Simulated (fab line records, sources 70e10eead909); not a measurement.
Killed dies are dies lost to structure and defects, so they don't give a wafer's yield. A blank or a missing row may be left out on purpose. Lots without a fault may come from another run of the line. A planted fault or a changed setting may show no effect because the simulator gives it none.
Chamber matching | flow nand_harc | NHARC_A_M1_PRE_CLEAN_32 on pecvd-04: 3 sister chambers
The step time 12 s. 16 wafers are shown with their chamber, then 8 later ones without.

WAFERS WITH THEIR CHAMBER
wafer  | chamber | heater_power_w (W)
L919.3 | 0       | 693
L919.4 | 2       | 656
L919.6 | 0       | 711
L918.1 | 2       | 738
L918.2 | 1       | 706
L918.4 | 2       | 748
L929.1 | 0       | 567
L929.3 | 2       | 710
L929.4 | 0       | 576
L928.2 | 2       | 703
L928.4 | 0       | 616
L928.6 | 1       | 710
L935.2 | 1       | 757
L935.5 | 0       | 632
L935.6 | 1       | 739
L934.2 | 0       | 640

SIGNATURES (means of the wafers above)
reading        | chamber 0 | chamber 1 | chamber 2 | scatter within a chamber
heater_power_w | 633.57    | 728.00    | 711.00    | 43.5
Rule: a wafer's distance from a chamber is the root of the sum, over the readings, of the square of ((its reading less the chamber's mean) divided by the reading's scatter). The wafer belongs to the nearest chamber; if the next one is less than 2 further off, it can't be placed. The scatter: the root of (the sum of the squares of (reading less its chamber's mean) over the shown wafers, divided by (wafers less chambers)).

WAFERS WITHOUT THEIR CHAMBER
wafer  | heater_power_w (W)
L934.3 | 775
L934.6 | 642
L937.1 | 748
L937.3 | 623
L937.6 | 769
L936.2 | 714
L936.3 | 523
L936.6 | 720

WHICH CHAMBER EACH WENT THROUGH
wafer  | from the rows above          | in truth
L934.3 | can't be placed: 1 or 2      | 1
L934.6 | can't be placed: 0 or 2 or 1 | 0
L937.1 | can't be placed: 1 or 2      | 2
L937.3 | can't be placed: 0 or 2      | 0
L937.6 | can't be placed: 1 or 2      | 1
L936.2 | can't be placed: 2 or 1 or 0 | 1
L936.3 | can't be placed: 0 or 2      | 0
L936.6 | can't be placed: 1 or 2 or 0 | 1
Placed correctly: 0 of 8. Can't be placed from these rows: 8 (the true chamber is among the candidates in 8). Placed wrongly: 0.
